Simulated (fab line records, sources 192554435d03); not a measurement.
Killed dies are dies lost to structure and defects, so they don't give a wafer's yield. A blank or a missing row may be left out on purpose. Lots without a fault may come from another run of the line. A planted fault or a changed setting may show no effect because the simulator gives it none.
Chamber matching | flow n5_finfet | N5_BEOL_M12_ETCH_38 on rie_diel-04: 4 sister chambers
The step etches SiCN in CF4/N2, target depth 68.7 nm, time 73.4 s. 4 wafers are shown with their chamber, then 8 later ones without.

WAFERS WITH THEIR CHAMBER
wafer  | chamber | showerhead_plenum_p_Torr (Torr)
L079.5 | 0       | 2.16
L091.1 | 1       | 2.27
L091.3 | 3       | 2.31
L092.2 | 2       | 2.20

WAFERS WITHOUT THEIR CHAMBER
wafer  | showerhead_plenum_p_Torr (Torr)
L092.4 | 2.15
L092.6 | 2.27
L096.1 | 2.15
L096.2 | 2.31
L096.5 | 2.26
L097.2 | 2.31
L097.3 | 2.26
L097.4 | 2.20

WHICH CHAMBER EACH WENT THROUGH
wafer  | from the rows above | in truth
L092.4 | 0                   | 0
L092.6 | 1                   | 1
L096.1 | 0                   | 0
L096.2 | 3                   | 3
L096.5 | 1                   | 1
L097.2 | 3                   | 3
L097.3 | 1                   | 1
L097.4 | 2                   | 2
Placed correctly: 8 of 8. Can't be placed from these rows: 0. Placed wrongly: 0.
How it was worked out, from the rows above alone: a wafer's distance from a chamber is the root of the sum, over the readings, of the square of ((its reading less the chamber's mean) divided by the reading's scatter). The wafer belongs to the nearest chamber; if the next one is less than 2 further off, it can't be placed. A chamber's mean is the mean of its shown wafers. The scatter: with one shown wafer a chamber, the root of the mean of the squares of how far each hidden wafer lies from its nearest shown one.
